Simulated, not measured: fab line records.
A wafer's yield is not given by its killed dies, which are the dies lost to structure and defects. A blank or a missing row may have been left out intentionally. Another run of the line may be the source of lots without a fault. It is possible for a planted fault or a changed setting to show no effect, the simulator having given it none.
fab line records + flow nandHarc
record:
- lots: 5
- wafers: 15
- lastDay: 33
route steps=1302 shown P_STI@107 P_GATE@110
lots that met no fault: from a run of the same line without faults
startH: hours from the record's first day to the start of the lot's first wafer shown + waitH: how many hours have passed since the lot's step before this one + " same as the row above + L1.1+2: several wafers, shown together as one row + - either no value or no given start + * or withheld: withheld + < > ~ a bound
route shown NAME@n: a module of which the file shows steps, and the number in the route of the first + usual: mean/standard deviation of fault-free wafers + same: alike in all rows + chamber/n: place in a boat + sites: the reading at each site + _std_site: the values' standard deviation + _edge_site: outer sites' mean less inner sites' + radiusMm: how far each site lies from the wafer's centre + mask NAME#n: copy n + behind: the last tool/chamber to shape the wafer + hold: the reason the lot was held/the length of the hold in hours/how it ended + device: transistor that didn't switch, given as n, p or np + end of line: tests run on the same wafers once the route is complete + a step with no rows: only its recipe + killed: dies lost to structure and defects at the first sort, not the wafer's yield + map: the dies of a wafer, with x for killed, . for not killed, _ for no die there
set.NAME: setting as actually run; set.NAME@STEP: the setting as run at that earlier step + model.NAME: the simulator's own value behind a step, which no gauge read
lots seen at some steps along the route; tables by step, rows by wafer
services: from which hour (startH, from the record's first day; less than 0 if before it) a tool's chamber was out of use, for how many hours, and why
== steps ==
step: NHARC_P_STI_SRD_39
step: NHARC_P_STI_OXIDE_40
recipe:
- targetThkA: 100
- tempC: 900
- oxTimeS: 1362
- material: SiO2
step: NHARC_P_STI_INSPECT_25
usual:
- rawDefectCount: 235/91
| lot.wafer | tool             | chamber | startH | waitH | rawDefectCount |
|-----------|------------------|---------|--------|-------|----------------|
| L699.3    | defectInspect-01 | -       | 155.73 | 0.4   | 221            |
| L699.5    | "                | -       | "      | "     | 277            |
| L699.6    | "                | -       | "      | "     | 266            |
| L703.1    | defectInspect-02 | -       | 196.01 | 0.4   | 246            |
| L703.2    | "                | -       | "      | "     | 189            |
| L703.4    | "                | -       | "      | "     | 166            |
| L707.1    | defectInspect-02 | -       | 237.48 | 0.4   | 209            |
| L707.2    | "                | -       | "      | "     | 291            |
| L707.6    | "                | -       | "      | "     | 230            |
| L713.4    | defectInspect-02 | -       | 290.22 | 0.4   | 283            |
| L713.5    | "                | -       | "      | "     | 130            |
| L713.6    | "                | -       | "      | "     | 207            |
| L714.2    | defectInspect-02 | -       | 300.40 | 0.4   | 489            |
| L714.3    | "                | -       | "      | "     | 212            |
| L714.4    | "                | -       | "      | "     | 281            |
step: NHARC_P_GATE_ETCH_69
recipe:
- targetDepthA: 140
- chemistry: dHF
- material: SiO2
step: NHARC_P_GATE_PRECLEAN_70
recipe:
- timeS: *
- tempC: 50
- bathAgeMin: 0
- chemistry: SC1
step: NHARC_P_GATE_SRD_01
step: NHARC_P_GATE_OXIDE_02
recipe:
- targetThkA: 375
- tempC: 950
- pH2oTorr: 720
- oxTimeS: 365
- material: SiO2
step: NHARC_P_GATE_DEHYDRATE_03
recipe:
- tempC: 150
- timeS: 120
step: NHARC_P_GATE_HMDS_04
recipe:
- timeS: 30
step: NHARC_P_GATE_COAT_05
recipe:
- spinRpm: 4690
step: NHARC_P_GATE_SOFTBAKE_06
recipe:
- tempC: 122
- timeS: 95
step: NHARC_P_GATE_EBR_07
step: NHARC_P_GATE_EXPOSE_08
recipe:
- na: 0.6
- doseMj: 16.75
- maskId: P_HV
usual:
- focusOffsetNm: 0.1/0.47
| lot.wafer | tool          | chamber | startH | waitH | mask     | focusOffsetNm |
|-----------|---------------|---------|--------|-------|----------|---------------|
| L699.3    | krfScanner-03 | 0       | 164.30 | -     | P_HV#0   | 0.5           |
| L699.5    | "             | 0       | "      | "     | P_HV#0   | -0.6          |
| L699.6    | "             | 0       | "      | "     | P_HV#0   | -0.3          |
| L703.1    | krfScanner-01 | 0       | 204.08 | -     | P_HV#0   | 0.1           |
| L703.2    | "             | 0       | "      | "     | P_HV#0   | -0.2          |
| L703.4    | "             | 0       | "      | "     | P_HV#0   | -0.3          |
| L707.1    | krfScanner-03 | 0       | 245.67 | -     | P_HVPW#0 | 0.5           |
| L707.2    | "             | 0       | "      | "     | P_HVPW#0 | 0.8           |
| L707.6    | "             | 0       | "      | "     | P_HVPW#0 | 0.3           |
| L713.4    | krfScanner-01 | 0       | 298.33 | -     | P_HV#0   | 0.0           |
| L713.5    | "             | 0       | "      | "     | P_HV#0   | 0.8           |
| L713.6    | "             | 0       | "      | "     | P_HV#0   | 0.5           |
| L714.2    | krfScanner-03 | 0       | 309.40 | -     | P_HV#0   | 0.3           |
| L714.3    | "             | 0       | "      | "     | P_HV#0   | 0.8           |
| L714.4    | "             | 0       | "      | "     | P_HV#0   | 0.5           |
step: NHARC_P_GATE_PEB_09
recipe:
- pebTempC: 118
- pebTimeS: 85
step: NHARC_P_GATE_DEVELOP_10
recipe:
- timeS: 70
step: NHARC_P_GATE_CD_MEAS_11
recipe:
- targetCdNm: 1640
- landingEnergyEv: 500
usual:
- cdNm: 1639.8/1.1
| lot.wafer | tool     | chamber | startH | waitH | cdNm   |
|-----------|----------|---------|--------|-------|--------|
| L699.3    | cdSem-01 | 0       | 164.45 | -     | 1639.0 |
| L699.5    | "        | 0       | "      | "     | 1642.1 |
| L699.6    | "        | 0       | "      | "     | 1638.7 |
| L703.1    | cdSem-03 | 0       | 204.24 | -     | 1641.4 |
| L703.2    | "        | 0       | "      | "     | 1641.2 |
| L703.4    | "        | 0       | "      | "     | 1640.2 |
| L707.1    | cdSem-01 | 0       | 245.83 | -     | -      |
| L707.2    | "        | 0       | "      | "     | -      |
| L707.6    | "        | 0       | "      | "     | -      |
| L713.4    | cdSem-01 | 0       | 298.48 | -     | 1639.6 |
| L713.5    | "        | 0       | "      | "     | 1640.3 |
| L713.6    | "        | 0       | "      | "     | 1638.7 |
| L714.2    | cdSem-03 | 0       | 309.55 | -     | 1641.4 |
| L714.3    | "        | 0       | "      | "     | 1640.4 |
| L714.4    | "        | 0       | "      | "     | 1642.2 |
step: NHARC_P_GATE_HARDBAKE_12
recipe:
- tempC: 125
- timeS: 80
== services ==
| tool          | chamber | startH | hours | kind        |
|---------------|---------|--------|-------|-------------|
| krfScanner-03 | 0       | 174.67 | -     | calibration |
| krfScanner-03 | -       | 183.58 | 2.8   | repair      |
| krfScanner-03 | -       | 190.07 | 0.3   | repair      |
| krfScanner-03 | -       | 224.00 | 4.0   | pm          |
| krfScanner-03 | -       | 275.68 | 2.6   | repair      |
| krfScanner-01 | 0       | 296.87 | -     | calibration |
== key ==
firstSign:
- step: NHARC_P_GATE_EXPOSE_08
- reading: mask
- direction: changed
effect:
- step: NHARC_P_GATE_CD_MEAS_11
- reading: cdNm
- direction: missing
metAt NHARC_P_GATE_EXPOSE_08
struckWafers L707.1,L707.2,L707.6
laterRowsLeftOut L707.1,L707.2,L707.6
sortLeftOut L707.1,L707.2,L707.6
testerLeftOut L707
onsetBetween 164.30 245.67
fault:
- kind: wrongMask
- tool: any
- chamber: -
- onsetH: 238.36
- steps: NHARC_P_GATE_EXPOSE_08
- auxCopy: P_HVPW#0
- scope: struckLotsOnly
testerLeftOut: of these lots the tester's yield and bins aren't shown, on N5 and GAA mostly nor the transistor test; their killed dies are dies lost to structure and defects alone, not to doping, threshold or leakage, so they don't give the yield
sortLeftOut: the simulated sort isn't trusted on such a fault, so these wafers' sort isn't shown, and their yield isn't known
laterRowsLeftOut: the simulator's readings of these wafers behind a module that went badly wrong aren't trusted and aren't shown, but for the sort
